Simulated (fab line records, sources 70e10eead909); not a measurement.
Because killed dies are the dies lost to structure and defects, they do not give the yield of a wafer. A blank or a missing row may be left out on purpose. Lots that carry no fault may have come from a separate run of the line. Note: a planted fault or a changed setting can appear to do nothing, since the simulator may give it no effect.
Chamber matching -- flow nandHarc -- 4 sister chambers for NHARC_THIN_TSV_ETCHBACK_48 on rieDiel-13
The step etches the open film in C4F8/Ar, target depth 1028.5 nm, time 405.17 s. 4 wafers are shown with their chamber, then 8 later ones without.

## WAFERS WITH THEIR CHAMBER
wafer,chamber,rfVppV (V)
L110.3,2,545
L112.1,3,552
L112.6,1,554
L117.3,0,547

## WAFERS MISSING THEIR CHAMBER
wafer,rfVppV (V)
L117.5,546
L117.6,552
L119.2,547
L119.5,548
L119.6,553
L118.2,552
L118.5,552
L118.6,546

## WHICH CHAMBER EACH WENT THROUGH
wafer,from the rows above,in truth
L117.5,can't be placed: 0 or 2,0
L117.6,3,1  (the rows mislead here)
L119.2,0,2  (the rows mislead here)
L119.5,0,0
L119.6,can't be placed: 1 or 3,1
L118.2,3,3
L118.5,3,3
L118.6,can't be placed: 0 or 2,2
3 of 8 placed correctly. Can't be placed from these rows: 3 (the true chamber is among the candidates in 3). Placed wrongly: 2.
How it was worked out, from the rows above alone: a wafer's distance from a chamber is the root of the sum, over the readings, of the square of ((its reading less the chamber's mean) divided by the reading's scatter). If the next closest chamber is less than 2 further off than the closest, the wafer can't be placed; otherwise it belongs to the closest. The mean given for a chamber averages the wafers shown for that chamber. The scatter (one wafer shown for each chamber): square how far every hidden wafer sits from the nearest shown wafer, average those squares and take the square root.
